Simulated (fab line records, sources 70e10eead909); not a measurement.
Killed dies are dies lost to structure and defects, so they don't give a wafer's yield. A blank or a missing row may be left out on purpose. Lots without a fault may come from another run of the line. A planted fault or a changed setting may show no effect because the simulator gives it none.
Which tool did it? | flow nand_harc | 14 lots, 42 wafers sampled, at 5 steps of a route of 1159

WHAT THE GAUGES READ, wafer by wafer
NHARC_A_SGD_CUT_INSPECT_11.
lot  | measured     | on                | raw_defect_count
L188 | day 14 21:46 | defect_inspect-02 | 11 8 10
L189 | day 14 21:48 | defect_inspect-01 | 25 31 19
L190 | day 14 23:11 | defect_inspect-02 | 15 17 25
L191 | day 14 23:20 | defect_inspect-02 | 16 10 13
L193 | day 15 09:56 | defect_inspect-02 | 8 9 12
L200 | day 17 00:14 | defect_inspect-01 | 13 8 11
L198 | day 17 07:32 | defect_inspect-01 | 26 25 26
L204 | day 17 21:01 | defect_inspect-01 | 28 28 18
L206 | day 17 22:27 | defect_inspect-02 | 33 24 31
L205 | day 17 23:07 | defect_inspect-01 | 11 14 19
L207 | day 18 08:59 | defect_inspect-02 | 27 29 29
L209 | day 18 21:20 | defect_inspect-02 | 17 20 13
L208 | day 18 21:41 | defect_inspect-02 | 30 27 29
L210 | day 19 23:08 | defect_inspect-02 | 7 8 11

NHARC_A_SLIT_INSPECT_11.
lot  | measured     | on                | raw_defect_count
L188 | day 15 08:34 | defect_inspect-01 | 7 10 14
L189 | day 15 09:16 | defect_inspect-02 | 26 35 27
L190 | day 15 10:38 | defect_inspect-02 | 21 21 26
L191 | day 15 09:35 | defect_inspect-02 | 20 17 19
L193 | day 16 01:06 | defect_inspect-01 | 6 13 13
L200 | day 17 11:14 | defect_inspect-02 | 18 18 21
L198 | day 17 17:05 | defect_inspect-02 | 24 26 31
L204 | day 18 14:38 | defect_inspect-01 | 30 37 21
L206 | day 18 15:54 | defect_inspect-02 | 32 24 33
L205 | day 18 16:44 | defect_inspect-01 | 9 16 20
L207 | day 18 21:38 | defect_inspect-02 | 28 37 32
L209 | day 19 08:09 | defect_inspect-01 | 12 26 17
L208 | day 19 07:23 | defect_inspect-01 | 29 30 30
L210 | day 20 09:16 | defect_inspect-01 | 10 17 12

NHARC_END_SORT_01.
lot  | measured     | on        | killed_at_array | killed_at_other | killed_at_periphery | killed_dies | killed_open | killed_short
L188 | day 21 00:12 | prober-01 | 24 24 26        | 1 0 0           | 4 4 4               | 29 28 30    | 0 4 5       | 1 3 0
L189 | day 20 09:17 | prober-01 | 27 34 26        | 0 2 1           | 4 5 2               | 31 41 29    | 2 6 7       | 3 1 0
L190 | day 21 09:22 | prober-02 | 16 21 27        | 0 0 0           | 2 0 2               | 18 21 29    | 2 3 5       | 1 1 1
L191 | day 20 23:13 | prober-02 | 37 33 30        | 0 1 1           | 2 1 1               | 39 35 32    | 3 4 4       | 1 1 1
L193 | day 21 23:13 | prober-02 | 18 22 14        | 2 0 3           | 6 6 7               | 26 28 24    | 4 7 3       | 5 4 1
L200 | day 22 17:11 | prober-01 | 669 670 672     | 1 2 1           | 7 5 4               | 677 677 677 | 3 7 4       | 2 1 0
L198 | day 22 15:31 | prober-02 | 676 676 677     | 0 0 0           | 1 1 0               | 677 677 677 | 4 2 5       | 2 1 1
L204 | day 23 21:34 | prober-02 | 25 33 22        | 0 2 2           | 6 2 1               | 31 37 25    | 2 3 3       | 3 5 1
L206 | day 23 20:46 | prober-01 | 29 30 30        | 0 2 1           | 1 3 2               | 30 35 33    | 4 8 6       | 3 0 2
L205 | day 24 11:31 | prober-02 | 34 41 37        | 0 0 1           | 2 2 2               | 36 43 40    | 2 3 2       | 2 3 2
L207 | day 24 19:19 | prober-02 | 28 31 36        | 0 0 0           | 1 5 3               | 29 36 39    | 5 6 6       | 2 1 1
L209 | day 24 11:40 | prober-01 | 14 23 19        | 1 0 1           | 0 7 7               | 15 30 27    | 2 3 6       | 3 5 4
L208 | day 24 20:14 | prober-01 | 47 42 47        | 0 0 0           | 2 5 2               | 49 47 49    | 2 7 3       | 1 1 3
L210 | day 25 03:25 | prober-02 | 37 38 42        | 0 0 0           | 1 2 1               | 38 40 43    | 6 1 7       | 1 1 0

WHICH TOOL RAN EACH LOT (tool, then ch and the chambers of the sampled wafers, then the start)
lot  | NHARC_A_SGD_CUT_DEP_00          | NHARC_A_SLIT_DEP_23
L188 | pecvd-01 ch 0,2, day 14 21:05   | pecvd-04 ch 0,2, day 15 07:53
L189 | pecvd-04 ch 0,1,2, day 14 21:07 | pecvd-03 ch 0,2, day 15 08:29
L190 | pecvd-04 ch 0,1,2, day 14 22:25 | pecvd-03 ch 0,1,2, day 15 09:55
L191 | pecvd-01 ch 1,2, day 14 22:31   | pecvd-03 ch 0,1,2, day 15 08:48
L193 | pecvd-04 ch 0,1,2, day 15 09:13 | pecvd-02 ch 1,2, day 16 00:25
L200 | pecvd-02 ch 0,1,2, day 16 23:28 | pecvd-02 ch 0,1,2, day 17 10:31
L198 | pecvd-02 ch 1,2, day 17 06:41   | pecvd-03 ch 1,2, day 17 16:24
L204 | pecvd-02 ch 0,2, day 17 20:17   | pecvd-03 ch 1,2, day 18 13:57
L206 | pecvd-02 ch 0,1,2, day 17 21:36 | pecvd-04 ch 0,1, day 18 15:09
L205 | pecvd-04 ch 0,2, day 17 22:16   | pecvd-02 ch 0,1,2, day 18 15:55
L207 | pecvd-04 ch 0,1,2, day 18 08:07 | pecvd-03 ch 0,1, day 18 20:58
L209 | pecvd-04 ch 1,2, day 18 20:37   | pecvd-04 ch 0,2, day 19 07:21
L208 | pecvd-04 ch 0,1,2, day 18 20:52 | pecvd-04 ch 0,1,2, day 19 06:38
L210 | pecvd-04 ch 0,1,2, day 19 22:09 | pecvd-02 ch 0,1,2, day 20 08:27
- NHARC_A_SGD_CUT_DEP_00: deposits SiNx, target thk 50 nm.
- NHARC_A_SLIT_DEP_23: deposits SiON, target thk 100 nm.

WHAT THE TOOLS THEMSELVES READ (means of the sampled wafers that have a number; where no wafer has one, the mark that the record gives instead)
NHARC_A_SGD_CUT_DEP_00.
lot  | tool     | heater_power_outer_w (W) | heater_power_w (W)
L188 | pecvd-01 | 390                      | 657
L189 | pecvd-04 | 375                      | 628
L190 | pecvd-04 | 354                      | 598
L191 | pecvd-01 | 389                      | 647
L193 | pecvd-04 | 416                      | 671
L200 | pecvd-02 | 431                      | 733
L198 | pecvd-02 | 390                      | 700
L204 | pecvd-02 | 455                      | 741
L206 | pecvd-02 | 453                      | 749
L205 | pecvd-04 | 365                      | 594
L207 | pecvd-04 | 342                      | 584
L209 | pecvd-04 | 406                      | 681
L208 | pecvd-04 | 386                      | 639
L210 | pecvd-04 | 419                      | 689

NHARC_A_SLIT_DEP_23.
lot  | tool     | chamber_pressure_Torr (Torr) | heater_power_outer_w (W) | heater_power_w (W)
L188 | pecvd-04 | 3.508                        | 401                      | 647
L189 | pecvd-03 | 3.496                        | 431                      | 663
L190 | pecvd-03 | 3.500                        | 408                      | 675
L191 | pecvd-03 | 3.507                        | 397                      | 668
L193 | pecvd-02 | 3.503                        | 413                      | 724
L200 | pecvd-02 | -                            | -                        | -
L198 | pecvd-03 | -                            | -                        | -
L204 | pecvd-03 | 3.503                        | 380                      | 658
L206 | pecvd-04 | 3.505                        | 375                      | 616
L205 | pecvd-02 | 3.501                        | 468                      | 761
L207 | pecvd-03 | 3.492                        | 402                      | 616
L209 | pecvd-04 | 3.503                        | 424                      | 681
L208 | pecvd-04 | 3.505                        | 441                      | 707
L210 | pecvd-02 | 3.498                        | 453                      | 751

THE ANSWER, worked out from the rows above alone
Rule: what is usual is taken from the lots themselves. Put in order of their means at a reading, lots are off if they are a third of the lots or fewer, leave a main group of 4 or more, and stand apart from it by a gap of 3 or more times the standard deviation of the main group's means; of several such gaps the widest counts. A main group whose means are all the same, to the digits that the tables above print for the reading, isn't used. A lot without any number at a reading at which 4 lots or more have one is off too. The other lots that the step has rows for count as sound. The gauges are gone through in route order, then the tools' own readings, and for those a lot's mean is taken as printed above. The first step at which some lot is off is used, and at that step the reading that is off furthest; a lot without a number counts as furthest.
Off: L200, L198, at NHARC_END_SORT_01 (killed_dies). The main group: mean 33, standard deviation 7.1.
A tool fits if, at a process step before that reading, it ran every lot that is off, and no sound lot after the first of them. The gauges at NHARC_END_SORT_01 aren't tried: what is off there is off at NHARC_A_SLIT_DEP_23 too, on other tools, and a gauge's error can't cause that. None of those tried fits.

WHAT THE SIMULATOR HAD PUT IN
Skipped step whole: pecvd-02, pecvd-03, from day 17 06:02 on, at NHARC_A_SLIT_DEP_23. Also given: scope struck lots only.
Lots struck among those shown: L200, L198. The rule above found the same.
